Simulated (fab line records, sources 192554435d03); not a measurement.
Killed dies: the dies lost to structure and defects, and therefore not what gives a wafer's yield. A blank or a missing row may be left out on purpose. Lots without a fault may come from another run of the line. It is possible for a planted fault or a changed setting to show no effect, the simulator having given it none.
Split-lot study + flow n5_finfet + 39 wafers read across 7 lots, on a route 1938 steps long

## ON THE SPLIT
At N5_BEOL_M8_ILD_DEP_00 (deposits SiCOH lowk from DEMS/porogen, target thk 179.75 nm, time 33.4 s), the setting target_thk_a was moved away from the recipe's 1797.5 angstrom on 9 of the 39 wafers read, by -57.2% to +26.6%. The other wafers ran this setting at the recipe's value.

## FROM SPLIT TO READING: 1 step shown by the file between the two
- N5_BEOL_M8_CURE_74: cures SiCOH lowk, time 240 s

## THE READING
At N5_BEOL_M8_THK_MEAS_01: M8_ILD_THK, given in nm. Fault-free wafers of this fab line usually give 155.0 nm, standard deviation 1.9 nm.

| wafer  | tool, chamber at the split | target_thk_a as run, angstrom | against the recipe | M8_ILD_THK, nm | against lot-mates on the recipe |
|--------|----------------------------|-------------------------------|--------------------|----------------|---------------------------------|
| L079.1 | pecvd-02, 1                | 1797.5                        | recipe             | 153.8          | -                               |
| L079.2 | pecvd-02, 0                | 1797.5                        | recipe             | 153.4          | -                               |
| L079.3 | pecvd-02, 2                | 1797.5                        | recipe             | 151.4          | -                               |
| L079.4 | pecvd-02, 1                | 1797.5                        | recipe             | 158.9          | -                               |
| L079.5 | pecvd-02, 0                | 1797.5                        | recipe             | 156.4          | -                               |
| L079.6 | pecvd-02, 2                | 1797.5                        | recipe             | 154.9          | -                               |
| L075.1 | pecvd-03, 2                | 1797.5                        | recipe             | 155.4          | -                               |
| L075.2 | pecvd-03, 1                | 1797.5                        | recipe             | 153.0          | -                               |
| L075.3 | pecvd-03, 0                | 1797.5                        | recipe             | 151.7          | -                               |
| L075.4 | pecvd-03, 2                | 1797.5                        | recipe             | 155.2          | -                               |
| L075.5 | pecvd-03, 0                | 1797.5                        | recipe             | 153.8          | -                               |
| L075.6 | pecvd-03, 1                | 1797.5                        | recipe             | 154.9          | -                               |
| L082.1 | pecvd-02, 2                | 1797.5                        | recipe             | 154.1          | -                               |
| L082.2 | pecvd-02, 1                | 1797.5                        | recipe             | 155.2          | -                               |
| L082.3 | pecvd-02, 0                | 1797.5                        | recipe             | 154.0          | -                               |
| L082.4 | pecvd-02, 0,2              | 1797.5                        | recipe             | 155.0          | -                               |
| L082.5 | pecvd-02, 0,2              | 1797.5                        | recipe             | 155.1          | -                               |
| L082.6 | pecvd-02, 1                | 1797.5                        | recipe             | 155.8          | -                               |
| L086.1 | pecvd-01, 2                | 768.7                         | -57.2%             | 64.3           | -90.1                           |
| L086.2 | pecvd-01, 1                | 1797.5                        | recipe             | 152.8          | -                               |
| L086.3 | pecvd-01, 0                | 768.7                         | -57.2%             | 65.4           | -89.0                           |
| L086.4 | pecvd-01, 0                | 1797.5                        | recipe             | 155.6          | -                               |
| L086.5 | pecvd-01, 1                | 1797.5                        | recipe             | 154.8          | -                               |
| L086.6 | pecvd-01, 2                | 768.7                         | -57.2%             | 65.3           | -89.1                           |
| L084.1 | pecvd-03, 0                | 2276                          | +26.6%             | 196.4          | +41.2                           |
| L084.2 | pecvd-03, 1                | 1797.5                        | recipe             | 153.4          | -                               |
| L084.3 | pecvd-03, 2                | 2276                          | +26.6%             | 196.3          | +41.1                           |
| L084.4 | pecvd-03, 0                | 1797.5                        | recipe             | 155.6          | -                               |
| L084.5 | pecvd-03, 2                | 2276                          | +26.6%             | 199.2          | +44.0                           |
| L084.6 | pecvd-03, 1                | 1797.5                        | recipe             | 156.7          | -                               |
| L092.1 | pecvd-03, 2                | 1797.5                        | recipe             | 152.0          | -                               |
| L092.2 | pecvd-03, 1                | 1797.5                        | recipe             | 153.7          | -                               |
| L092.3 | pecvd-03, 0                | 1498                          | -16.7%             | 126.0          | -26.8                           |
| L092.4 | pecvd-03, 0                | 1498                          | -16.7%             | 129.9          | -22.9                           |
| L092.5 | pecvd-03, 2                | 1498                          | -16.7%             | 129.4          | -23.4                           |
| L092.6 | pecvd-03, 1                | 1797.5                        | recipe             | 152.8          | -                               |
| L097.1 | pecvd-03, 1                | 1797.5                        | recipe             | 152.4          | -                               |
| L097.2 | pecvd-03, 2                | 1797.5                        | recipe             | 154.7          | -                               |
| L097.6 | pecvd-03, 2                | 1797.5                        | recipe             | 154.0          | -                               |
Where a row lists several chambers, the file gives one row for several wafers and doesn't say which wafer went through which chamber.

THE FIT
A straight line over all 39 wafers: M8_ILD_THK changes by +1.57 nm for each +1% of target_thk_a; r = +1.00; the points scatter about the line by 1.6 nm.
The same after taking each lot's own level away (the mean of its wafers on the recipe; 39 wafers): +1.56 nm for each +1%; r = +1.00; scatter 1.5 nm.
According to that fit, moving target_thk_a by its largest amount changes the reading by 89 nm.
The span of the lots' own levels, 152.83 to 155.23 nm, comes to 1.3 times the standard deviation stated above.
Consequently the slope shifts little with the lot-to-lot level, the two slopes agreeing.
Check: -88.8 nm against its lot-mates is what the line predicts for one of the wafers moved furthest among these (-57.2%) when that wafer is left out of the fit. Against them it came out at -90.1 nm.

## THE WHOLE CHAIN: every reading that the file lists as answering this split, in the file's order
| step                   | what it does                                                             | reading                                                                                  | change (the file's fit)              | r (the file's) |
|------------------------|--------------------------------------------------------------------------|------------------------------------------------------------------------------------------|--------------------------------------|----------------|
| N5_BEOL_M8_ILD_DEP_00  | deposits SiCOH lowk from DEMS/porogen, target thk 179.75 nm, time 33.4 s | SiCOH_lowk_of_BEOL_M8_ILD_DEP_00.thk_nm (the simulator's own value, which no gauge read) | +1.8 nm for each +1% of the setting  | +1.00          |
| N5_BEOL_M8_CURE_74     | cures SiCOH lowk, time 240 s                                             | SiCOH_lowk_of_BEOL_M8_ILD_DEP_00.thk_nm (the simulator's own value, which no gauge read) | +1.56 nm for each +1% of the setting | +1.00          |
| N5_BEOL_M8_THK_MEAS_01 |                                                                          | M8_ILD_THK                                                                               | +1.56 for each +1% of the setting    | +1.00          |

## FILE'S OWN FIT
M8_ILD_THK changes by +1.56 nm for each +1% of target_thk_a, r = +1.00.
